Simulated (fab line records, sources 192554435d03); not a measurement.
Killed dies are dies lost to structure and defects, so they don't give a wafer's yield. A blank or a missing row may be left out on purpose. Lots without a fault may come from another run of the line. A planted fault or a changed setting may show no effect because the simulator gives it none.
A struck lot beside a sound one | flow n5_finfet | 14 steps out of a route of 1938
Sound: wafers L261.1, L261.2, L261.5. Struck: wafer L268.3. (L268.2, L268.4 of the same lot were not struck and are left out.) The cause comes at the end.
At each step with rows: each side's tool, then ch and its chambers, then its first start. Under that, the readings that differ: sound wafers | struck wafers | difference of the means | sigmas: that difference in standard deviations of wafers without a fault.
alike: readings whose means differ by less than 2 such deviations, and words and numbers that are the same on both sides. not compared: withheld readings, readings that some wafer has no value for, bounds like >300 that may hide the same value, and numbers for which the record gives no deviation and whose values overlap.
The two part at a step that has a row with sigmas, a row that says differs or no value, or rows on one side only. Numbers that don't overlap but have no deviation are shown without sigmas and don't part them. A reading that every wafer of one side lacks parts them only if that side has two wafers or more.

N5_BEOL_M8_CD_MEAS_28: target cd 40 nm.
  sound on cd_sem-01 ch 0, day 9 21:11; struck on cd_sem-03 ch 0, day 12 20:40
  alike: cd_nm
N5_BEOL_M8_OVL_MEAS_29:
  sound on overlay-02 ch 0, day 9 21:13; struck on overlay-02 ch 0, day 12 20:42
  alike: V7_OVL
N5_BEOL_M8_INSPECT_30: inspects for defects (brightfield).
  sound on defect_inspect-01, day 9 21:16; struck on defect_inspect-02, day 12 20:46
  reading          | sound       | struck | difference | sigmas
  raw_defect_count | 354 389 296 | 564    | +218       | +3
N5_BEOL_M8_DESCUM_33: chemistry O2, time 7 s.
  sound on rie_diel-05 ch 2,3, day 9 22:22; struck on rie_diel-04 ch 3, day 12 21:00
  reading                         | sound          | struck | difference | sigmas
  showerhead_plenum_p_Torr (Torr) | 2.20 2.17 2.17 | 1.96   | -0.22      | -3
  alike: bias_power_w, chamber_pressure_mTorr, drypump_motor_current_A, oes_product_au, rf_vpp_V, throttle_valve_pct
  not compared: rf_hours_counter_h
N5_BEOL_M8_ETCH_72: etches underlayer in N2/H2, target depth 6.5 nm, time 5.2 s.
  sound on rie_diel-05 ch 2,3, day 9 22:26; struck on rie_diel-04 ch 3, day 12 21:02
  reading                         | sound          | struck | difference | sigmas
  showerhead_plenum_p_Torr (Torr) | 2.71 2.63 2.63 | 2.41   | -0.25      | -2
  alike: bias_w, chamber_pressure_mTorr, drypump_motor_current_A, etch_rf_on_time_s, oes_product_au, rf_vpp_V, throttle_valve_pct
  not compared: rf_hours_counter_h
N5_BEOL_M8_ETCH_65: etches SiARC in CF4, target depth 15.6 nm, time 26 s.
  sound on rie_diel-05 ch 2,3, day 9 22:27; struck on rie_diel-04 ch 3, day 12 21:04
  reading                         | sound             | struck | difference | sigmas
  chamber_pressure_mTorr (mTorr)  | 39.99 40.02 40.00 | 40.09  | +0.09      | +2
  showerhead_plenum_p_Torr (Torr) | 2.27 2.21 2.21    | 2.03   | -0.20      | -2
  alike: bias_w, drypump_motor_current_A, etch_rf_on_time_s, oes_product_au, rf_vpp_V, throttle_valve_pct
  not compared: rf_hours_counter_h
then, 5 steps without rows for these wafers: N5_BEOL_M8_ETCH_66 (etches SOC in N2/H2, target depth 80 nm, overetch 16 nm, time 120 s); N5_BEOL_M8_STRIP_69 (strips in N2/H2); N5_BEOL_M8_STRIP_73 (strips in N2/H2); N5_BEOL_M8_VIA_ETCH_34 (etches SiCOH lowk in C4F6/O2, target depth 125.5 nm, time 50.5 s); N5_BEOL_M8_STRIP_76 (strips in C4F6/O2).
N5_BEOL_M8_STRIP_36: strips in N2/H2.
  sound on rie_diel-05 ch 2,3, day 9 22:43; struck on rie_diel-04 ch 3, day 12 21:14
  reading                         | sound          | struck | difference | sigmas
  showerhead_plenum_p_Torr (Torr) | 2.70 2.63 2.63 | 2.40   | -0.25      | -3
  alike: bias_power_w, chamber_pressure_mTorr, drypump_motor_current_A, oes_product_au, rf_vpp_V, throttle_valve_pct
  not compared: rf_hours_counter_h
N5_BEOL_M8_TRENCH_ETCH_37: etches SiCOH lowk in C4F6/O2, target depth 93.478 nm, time 31.2 s.
  sound on rie_diel-05 ch 2,3, day 9 22:47; struck on rie_diel-04 ch 3, day 12 21:17
  reading                             | sound             | struck | difference | sigmas
  bias_w (W)                          | 185.0 185.8 185.9 | 200.0  | +14.4      | +26
  rf_vpp_V (V)                        | 671 668 672       | 722    | +52        | +5
  showerhead_plenum_p_Torr (Torr)     | 3.01 2.93 2.93    | 2.69   | -0.27      | -2
  model.etch.depth_nm (nm)            | 92.5 93.1 93.2    | 94.43  | +1.50      |
  model.BEOL_M8.feature_depth_nm (nm) | 92.6 93.2 93.2    | 94.4   | +1.4       |
  alike: chamber_pressure_mTorr, drypump_motor_current_A, oes_product_au, throttle_valve_pct
  not compared: rf_hours_counter_h
N5_BEOL_M8_ETCH_41: etches SiCN in CH3F/O2, target depth 31.9 nm, time 57.8 s.
  sound on rie_diel-05 ch 2,3; struck on rie_diel-04 ch 3
  reading                         | sound          | struck | difference | sigmas
  showerhead_plenum_p_Torr (Torr) | 2.12 2.06 2.06 | 1.88   | -0.20      | -2
  alike: bias_w, chamber_pressure_mTorr, drypump_motor_current_A, oes_product_au, rf_vpp_V, throttle_valve_pct
  not compared: rf_hours_counter_h

WHERE THEY PART
First at N5_BEOL_M8_INSPECT_30; last, within this record, at N5_BEOL_M8_ETCH_41.

WHY: what the simulator had put in
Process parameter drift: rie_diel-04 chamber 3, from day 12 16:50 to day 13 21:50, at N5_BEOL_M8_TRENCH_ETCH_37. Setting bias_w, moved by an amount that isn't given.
